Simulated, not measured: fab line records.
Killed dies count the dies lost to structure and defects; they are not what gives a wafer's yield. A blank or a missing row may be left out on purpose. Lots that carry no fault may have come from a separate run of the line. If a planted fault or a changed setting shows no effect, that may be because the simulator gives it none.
Which tool was responsible? | flow n5_finfet | 32 wafers from 12 lots sampled at 3 of the route's 1938 steps

## WHAT THE GAUGES READ, wafer by wafer
N5_PASSIVATION_CD_MEAS_30: target cd 4000 nm.
lot  | measured     | on        | cd_nm (nm)
L242 | day 12 15:32 | cd_sem-02 | 3997.8 3998.4 3999.7
L245 | day 12 12:06 | cd_sem-03 | 3998.8 3998.9 3998.2
L243 | day 12 14:36 | cd_sem-01 | 3999.3 4001.7 3999.1
L246 | day 12 20:43 | cd_sem-02 | 3999.6 4001.2 4000.4
L247 | day 13 12:09 | cd_sem-02 | 4002.3 4001.1 4001.7
L248 | day 13 22:10 | cd_sem-01 | 3998.7
L250 | day 14 00:55 | cd_sem-02 | 3999.9
L255 | day 15 05:02 | cd_sem-02 | 3999.8 4001.1 3999.6
L260 | day 16 20:54 | cd_sem-03 | 3999.1 4001.0 3998.3
L259 | day 16 20:34 | cd_sem-03 | 4003.1 4001.6 4001.6
L264 | day 17 21:41 | cd_sem-03 | 3999.5 3999.3 3998.7
L263 | day 18 00:27 | cd_sem-01 | 3998.5 3999.6 3998.8

## WHICH TOOL RAN EACH LOT (tool, then ch and the chambers of the sampled wafers, then the start)
lot  | N5_BEOL_M15_CMP_49            | N5_PASSIVATION_SPUTTER_20
L242 | cmp-01 ch 0,2,3, day 11 21:12 | pvd_sputter-02, day 12 14:50
L245 | cmp-01 ch 1,2,3, day 12 04:28 | pvd_sputter-01, day 12 11:32
L243 | cmp-01 ch 0,3, day 12 04:37   | pvd_sputter-02, day 12 13:54
L246 | cmp-04 ch 0,3, day 12 12:01   | pvd_sputter-02, day 12 20:01
L247 | cmp-04 ch 1,2,3, day 13 01:07 | pvd_sputter-02, day 13 11:27
L248 | cmp-04 ch 2, day 13 12:37     | pvd_sputter-02, day 13 21:35
L250 | cmp-04 ch 2, day 13 15:42     | pvd_sputter-01, day 14 00:13
L255 | cmp-01 ch 1,2,3, day 14 19:04 | pvd_sputter-02, day 15 04:20
L260 | cmp-02 ch 1,2, day 16 05:40   | pvd_sputter-02, day 16 20:20
L259 | cmp-02 ch 0,1,2, day 16 07:03 | pvd_sputter-02, day 16 19:59
L264 | cmp-01 ch 0,1,3, day 17 12:29 | pvd_sputter-01, day 17 21:06
L263 | cmp-01 ch 2,3, day 17 15:42   | pvd_sputter-01, day 17 23:53
- N5_BEOL_M15_CMP_49: polishes, stops on SiO2, t overpolish 4.9 s, target thk 850 nm.
- N5_PASSIVATION_SPUTTER_20: material TaN, target thk 50 nm.

## WHAT THE TOOLS THEMSELVES READ (means of the sampled wafers that have a number; where no wafer has one, the mark that the record gives instead)
N5_BEOL_M15_CMP_49.
lot  | tool   | barrier_field_endpoint_s (s) | head_pressure_psi (psi) | motor_current_A (A) | overpolish_run_s (s)
L242 | cmp-01 | 11.67                        | 2.000                   | 9.0                 | 4.893
L245 | cmp-01 | 11.32                        | 1.997                   | 8.6                 | 4.899
L243 | cmp-01 | 11.72                        | 2.000                   | 8.1                 | 4.891
L246 | cmp-04 | 11.46                        | 1.996                   | 7.7                 | 4.900
L247 | cmp-04 | 11.20                        | 2.001                   | 8.3                 | 4.901
L248 | cmp-04 | 11.38                        | 1.994                   | 8.5                 | 4.900
L250 | cmp-04 | 11.13                        | 1.997                   | 8.7                 | 4.890
L255 | cmp-01 | 11.51                        | 2.003                   | 8.5                 | 4.907
L260 | cmp-02 | 11.25                        | 2.006                   | 8.7                 | 4.909
L259 | cmp-02 | 10.98                        | 2.001                   | 8.0                 | 4.906
L264 | cmp-01 | 11.59                        | 2.001                   | 8.0                 | 4.900
L263 | cmp-01 | 11.42                        | 1.995                   | 8.1                 | 4.901

N5_PASSIVATION_SPUTTER_20.
lot  | tool           | susceptor_temp_C (C) | throttle_valve_pct (%)
L242 | pvd_sputter-02 | 24.86                | 29.6
L245 | pvd_sputter-01 | 25.10                | 29.2
L243 | pvd_sputter-02 | 25.01                | 29.4
L246 | pvd_sputter-02 | 25.07                | 29.2
L247 | pvd_sputter-02 | 25.02                | 29.7
L248 | pvd_sputter-02 | 24.86                | 29.8
L250 | pvd_sputter-01 | 24.86                | 28.7
L255 | pvd_sputter-02 | 24.94                | 29.7
L260 | pvd_sputter-02 | 25.00                | 29.6
L259 | pvd_sputter-02 | 24.94                | 29.7
L264 | pvd_sputter-01 | 25.08                | 30.8
L263 | pvd_sputter-01 | 25.04                | 28.7

## THE ANSWER, worked out from the rows above alone
Rule: the usual values come from the lots themselves. The widest of any qualifying gaps counts: lots, ordered by their means at a reading, are off when they make up no more than a third of the lots, leave a main group of 4 or more, and stand apart from it by 3 or more times the standard deviation of that group's means. The tables above print the reading to a certain number of digits; a main group whose means all agree to those digits is not used. Also off: a lot with no number at a reading for which 4 or more lots have one. Where the step has rows for the other lots, those lots are counted as sound. After the gauges, taken in route order, come the tools' own readings; for these a lot's mean is taken, as printed above. At the first step where some lot is off, the reading lying furthest off is the one used; lots without a number count as furthest.
None of the lots is off at any reading shown; this tells nothing.

## WHAT THE SIMULATOR PUT IN
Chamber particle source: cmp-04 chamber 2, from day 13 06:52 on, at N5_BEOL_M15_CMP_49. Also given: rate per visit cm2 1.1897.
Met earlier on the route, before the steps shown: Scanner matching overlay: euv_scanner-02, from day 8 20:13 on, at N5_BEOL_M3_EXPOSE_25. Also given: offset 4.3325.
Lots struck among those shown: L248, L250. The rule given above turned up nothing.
